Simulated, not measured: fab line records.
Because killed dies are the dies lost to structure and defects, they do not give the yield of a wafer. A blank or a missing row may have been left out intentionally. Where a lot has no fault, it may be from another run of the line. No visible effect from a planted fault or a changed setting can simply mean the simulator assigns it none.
A lot that was struck, set against a sound lot / flow nandHarc / 15 steps out of a route of 1159
Sound: the wafers L129.1, L129.4, L129.6. Struck: wafer L137.6 (L137.2, L137.4, from the same lot, were not struck and are left out); the cause is given at the end.
Per side, at each step with rows, come the tool, then ch with its chambers, and then its first start. Under that, the readings that differ: sound wafers / struck wafers / difference of the means / sigmas: that difference in standard deviations of wafers without a fault.
alike: readings with means less than 2 such deviations apart, plus words and numbers identical on both sides. not compared: withheld readings, readings lacking a value on some wafer, bounds such as >300 that could conceal the same value, and numbers that have no deviation in the record and whose values overlap.
The two part at a step that has a row with sigmas, a row that says differs or no value, or rows on one side only. When numbers do not overlap yet have no deviation, they are printed without sigmas and do not part them. A reading that every wafer of one side lacks parts them only if that side has two wafers or more.

first, 1 step without rows for these wafers: NHARC_A_ONON_D1_DEP_00 (target thk 1000 nm).
NHARC_A_ONON_D1_THK_MEAS_02: measures by ellipsometry.
  sound on filmMetro-01 at day 10 19:22; struck on filmMetro-02 at day 12 13:02
reading=thkNm (nm); sound=1017 1015 1018; struck=973; difference=-44; sigmas=-4
following that, 1 step holds no rows for these wafers, namely NHARC_A_ONON_D1_DEP_03 (target thickness 1000 nm).
NHARC_A_ONON_D1_THK_MEAS_05: measures by ellipsometry.
  sound on filmMetro-01 at day 10 19:56; struck on filmMetro-01 at day 12 13:36
  alike: thkNm
following that, 1 step holds no rows for these wafers, namely NHARC_A_ONON_D1_DEP_06 (target thickness 1000 nm).
NHARC_A_ONON_D1_THK_MEAS_08: measures by ellipsometry.
  sound on filmMetro-01 at day 10 20:29; struck on filmMetro-01 at day 12 14:10
reading=thkNm (nm); sound=1006 1007 1007; struck=984; difference=-23; sigmas=-3
following that, 1 step holds no rows for these wafers, namely NHARC_A_ONON_D1_DEP_09 (target thickness 1000 nm).
NHARC_A_ONON_D1_THK_MEAS_11: measures by ellipsometry.
  sound on filmMetro-02 at day 10 21:04; struck on filmMetro-01 at day 12 14:44
reading=thkNm (nm); sound=991 991 990; struck=1009; difference=+18; sigmas=+2
following that, 1 step holds no rows for these wafers, namely NHARC_A_ONON_D1_DEP_12 (target thickness 1000 nm).
NHARC_A_ONON_D1_THK_MEAS_14: measures by ellipsometry.
  sound on filmMetro-02 at day 10 21:38; struck on filmMetro-02 at day 12 15:18
  alike: thkNm
then, 1 step without rows for these wafers: NHARC_A_ONON_D1_ANNEAL_15 (time 3600 s).
NHARC_A_ONON_D1_DEP_16: target thk 1000 nm.
  sound on pecvdOnon-03 ch 0, day 11 04:15; struck on pecvdOnon-02 ch 0, day 12 21:58
NHARC_A_ONON_D1_THK_MEAS_18: measures by ellipsometry.
  sound on filmMetro-01 at day 11 04:46; struck on filmMetro-02 at day 12 22:26
reading=thkNm (nm); sound=997 997 999; struck=562; difference=-436; sigmas=-48
following that, 1 step holds no rows for these wafers, namely NHARC_A_ONON_D1_DEP_19 (target thickness 1000 nm).
-- break in the record here, with 12 days between the starts of the struck wafers on either side (left off in module A_ONON_D1, picked up again in module END, where the first step shown is number 1159 on the route) --
NHARC_END_SORT_01:
  at this point the record logs the struck wafers (prober-01 ch 0, day 24 13:38) and has no rows for the sound ones

WHERE THEY PART
Earliest at NHARC_A_ONON_D1_THK_MEAS_02; latest, in this record, at NHARC_END_SORT_01.

WHY: the cause the simulator had injected
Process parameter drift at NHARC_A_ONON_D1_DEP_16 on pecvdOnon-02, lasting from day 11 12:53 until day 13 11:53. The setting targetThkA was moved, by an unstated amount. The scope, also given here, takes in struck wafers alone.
